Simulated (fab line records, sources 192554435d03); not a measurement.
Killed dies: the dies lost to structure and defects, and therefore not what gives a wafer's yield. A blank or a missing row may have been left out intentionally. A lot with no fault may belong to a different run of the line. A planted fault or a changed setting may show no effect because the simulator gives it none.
One fault through the eyes of 2 desks    flow n5 finfet    every desk sees just its own numbers, and what lay behind them comes last

AT THE TOOL OWNER'S DESK: rie diel-02
The tool's own readings at N5_BEOL_M1_ETCH_74 (etches underlayer in N2/H2, target depth 6.5 nm, time 5.2 s): means of the sampled wafers that have a number, for each lot that ran on this tool. Marked OUT: a lot whose mean sits more than 4 standard deviations from the usual mean, which makes it out of limits; the brackets give that distance. Readings shown: 7 out of 8 (the first out of limits, and those lying furthest out on some lot).
Columns: A = bias w at N5_BEOL_M1_ETCH_74, usual 150.0 W; B = drypump motor current A at N5_BEOL_M1_ETCH_74, usual 5.9 A; C = etch rf on time s at N5_BEOL_M1_ETCH_74, usual 5.21 s; D = h2 flow sccm at N5_BEOL_M1_ETCH_74, usual 200.0 sccm; E = rf vpp V at N5_BEOL_M1_ETCH_74, usual 524.8 V; F = showerhead plenum p Torr at N5_BEOL_M1_ETCH_74, usual 2.57 Torr; G = throttle valve pct at N5_BEOL_M1_ETCH_74, usual 17.86 %
lot   first seen here  A                B    C     D      E                 F     G
L440  day 7 11:14      150.3            6.1  5.17  200.2  525.2             2.59  17.73
L443  day 8 01:36      149.6            5.9  5.13  200.3  525.1             2.61  17.79
L449  day 9 19:46      144.3 (-11) OUT  6.0  5.26  199.9  513.7             2.68  17.57
L451  day 10 05:29     137.4 (-25) OUT  5.8  5.35  200.0  498.0 (-9.6) OUT  2.61  17.83
This desk's verdict: out of limits on L449, L451, starting with L449 at day 9 19:46 (bias w at N5_BEOL_M1_ETCH_74). Within limits: L440, L443.

METROLOGY DESK
What the gauges read, lot by lot, whatever tool the lot ran on: means of the sampled wafers that have a number. Marked OUT: a lot whose mean sits more than 4 standard deviations from the usual mean, which makes it out of limits; the brackets give that distance. 7 of its 10 readings are shown, namely those furthest out on some lot.
Columns: A = DIBL_N at N5_BEOL_M4_RC_MEAS_101, usual 36.3 mV/V; B = IOFF_N at N5_BEOL_M4_RC_MEAS_101, usual 0.161 nA/um; C = IOFF_P at N5_BEOL_M4_RC_MEAS_101, usual 0.209 nA/um; D = ION_P at N5_BEOL_M4_RC_MEAS_101, usual 462 uA/um; E = SS_N at N5_BEOL_M4_RC_MEAS_101, usual 71.5 mV/dec; F = SS_P at N5_BEOL_M4_RC_MEAS_101, usual 73.2 mV/dec; G = VT_P at N5_BEOL_M4_RC_MEAS_101, usual -249.9 mV
lot   first seen here  A     B      C      D    E     F     G
L435  day 7 12:20      35.7  0.145  0.181  456  71.4  73.2  -253.5
L437  day 8 12:03      37.1  0.166  0.218  463  71.3  73.2  -248.4
L440  day 9 04:35      37.3  0.181  0.258  468  71.6  73.3  -244.9
L443  day 9 14:19      37.2  0.163  0.209  463  71.6  72.9  -249.6
L449  day 11 15:14     36.4  0.168  0.187  456  71.6  73.8  -253.4
L451  day 11 16:43     37.7  0.172  0.207  459  71.2  72.9  -250.2
L453  day 12 11:00     37.7  0.183  0.230  465  72.0  73.5  -248.5
L454  day 12 14:46     35.9  0.157  0.204  462  71.3  72.6  -248.5
L457  day 13 06:17     35.9  0.170  0.225  461  72.1  73.5  -249.7
Finding of this desk: none of the 9 lots has anything out of limits.

ALL TOGETHER
At day 9 19:46, on L449, L451, the tool owner's desk was in a position to raise an alarm.
Metrology desk: nothing out of limits seen.
The metrology desk holds a record of L449, L451, inside its limits.
N5_BEOL_M1_ETCH_74 was run on rie diel-02 by each of the lots named.

WHAT THE SIMULATOR HAD INSERTED
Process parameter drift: rie diel-02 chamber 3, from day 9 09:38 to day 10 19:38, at N5_BEOL_M1_ETCH_74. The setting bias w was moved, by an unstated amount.
Lots struck among those shown: L449, L451.
Hours from the fault's start to each desk's first reading out of limits: the tool owner's desk, 10.
